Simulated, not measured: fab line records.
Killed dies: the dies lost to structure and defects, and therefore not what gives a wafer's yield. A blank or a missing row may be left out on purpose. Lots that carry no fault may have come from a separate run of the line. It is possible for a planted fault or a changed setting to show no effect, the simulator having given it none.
Matching of chambers | flow n5Finfet | cvdCo-01 running N5_BEOL_M5_PRE_CLEAN_77: 3 sister chambers
The step time 15 s. 3 wafers are shown with their chamber, then 12 later ones without.

EACH WAFER AND ITS CHAMBER
wafer  | chamber | heaterPowerW (W)
L090.3 | 2       | 45
L089.4 | 0       | 103
L089.5 | 1       | 103

WAFERS MISSING THEIR CHAMBER
wafer  | heaterPowerW (W)
L091.2 | 104
L091.3 | 104
L091.6 | 106
L092.1 | 47
L092.2 | 104
L092.3 | 104
L094.1 | 45
L094.5 | 105
L094.6 | 45
L096.2 | 103
L096.4 | 46
L096.6 | 104

WHICH CHAMBER EACH WENT THROUGH
wafer  | from the rows above     | in truth
L091.2 | can't be placed: 0 or 1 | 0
L091.3 | can't be placed: 0 or 1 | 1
L091.6 | can't be placed: 0 or 1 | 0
L092.1 | 2                       | 2
L092.2 | can't be placed: 0 or 1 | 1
L092.3 | can't be placed: 0 or 1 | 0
L094.1 | 2                       | 2
L094.5 | can't be placed: 0 or 1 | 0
L094.6 | 2                       | 2
L096.2 | can't be placed: 0 or 1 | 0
L096.4 | 2                       | 2
L096.6 | can't be placed: 0 or 1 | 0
Placed correctly: 4 of 12. Unplaceable from these rows: 8, with the true chamber sitting among the candidates in 8. Number placed wrongly: 0.
How it was worked out, from the rows above alone: a wafer's distance from a chamber is the root of the sum, over the readings, of the square of ((its reading less the chamber's mean) divided by the reading's scatter). If the next closest chamber is less than 2 further off than the closest, the wafer can't be placed; otherwise it belongs to the closest. For every chamber, the mean is computed from those of its wafers that are shown. The scatter: root of mean squared gap, hidden wafer to nearest shown wafer, with one shown wafer a chamber.
